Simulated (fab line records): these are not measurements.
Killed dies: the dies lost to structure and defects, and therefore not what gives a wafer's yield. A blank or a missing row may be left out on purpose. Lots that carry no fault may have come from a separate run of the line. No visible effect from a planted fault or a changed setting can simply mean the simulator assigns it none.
One fault seen from 2 desks -- flow n5 finfet -- every desk sees just its own numbers, and what lay behind them comes last

THE TOOL OWNER'S DESK: litho track-01
The tool's own readings at N5_BEOL_M15_COAT_04 (resist thk 800 nm): means of the sampled wafers that have a number, for each lot that ran on this tool. Marked OUT: a lot whose mean sits more than 4 standard deviations from the usual mean, which makes it out of limits; the brackets give that distance.
Columns: A = spin speed rpm at N5_BEOL_M15_COAT_04, usual 1704.3 rpm
lot,first seen here,A
L559,day 11 03:02,1703.2
L560,day 11 18:11,1705.0
L570,day 15 12:04,1574.5 (-99 or more) OUT
L573,day 15 12:28,1574.3 (-99 or more) OUT
This desk finds L570, L573 out of limits, L570 being first, at day 15 12:04 (spin speed rpm at N5_BEOL_M15_COAT_04). In limits: L559, L560.

THE METROLOGY DESK
What the gauges read, lot by lot, whatever tool the lot ran on: means of the sampled wafers that have a number. Marked OUT: a lot whose mean sits more than 4 standard deviations from the usual mean, which makes it out of limits; the brackets give that distance.
Columns: A = M14_RS at N5_BEOL_M14_RS_MEAS_54, usual 0.0329 ohm/sq; B = M15_ILD_THK at N5_BEOL_M15_THK_MEAS_01, usual 1623 nm
lot,first seen here,A,B
L559,day 11 02:41,0.0326,1615
L561,day 11 13:03,0.0331,1632
L560,day 11 17:44,0.0330,1625
L562,day 12 04:32,0.0327,1601
L563,day 12 18:32,0.0328,1608
L570,day 15 11:43,0.0325,1637
L573,day 15 12:07,0.0331,1613
L575,day 15 14:41,0.0328,1626
L576,day 16 06:17,0.0322,1636
L577,day 16 10:43,0.0331,1640
L579,day 16 11:47,0.0331,1638
L578,day 16 16:31,0.0329,1602
L582,day 18 06:04,0.0329,1626
Finding of this desk: none of the 13 lots has anything out of limits.

BROUGHT TOGETHER
An alarm could have come from the tool owner's desk at day 15 12:04, on L570, L573.
Nothing out of limits was seen by the metrology desk.
The metrology desk holds a record of L570, L573, inside its limits.
On litho track-01, each named lot ran N5_BEOL_M15_COAT_04.

WHAT WAS PUT IN BY THE SIMULATOR
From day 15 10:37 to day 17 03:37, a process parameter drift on litho track-01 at N5_BEOL_M15_COAT_04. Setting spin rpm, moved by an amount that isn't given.
Lots struck among those shown: L570, L573.
Delay in hours, fault start to first out-of-limits reading, by desk: the tool owner's desk at 1.
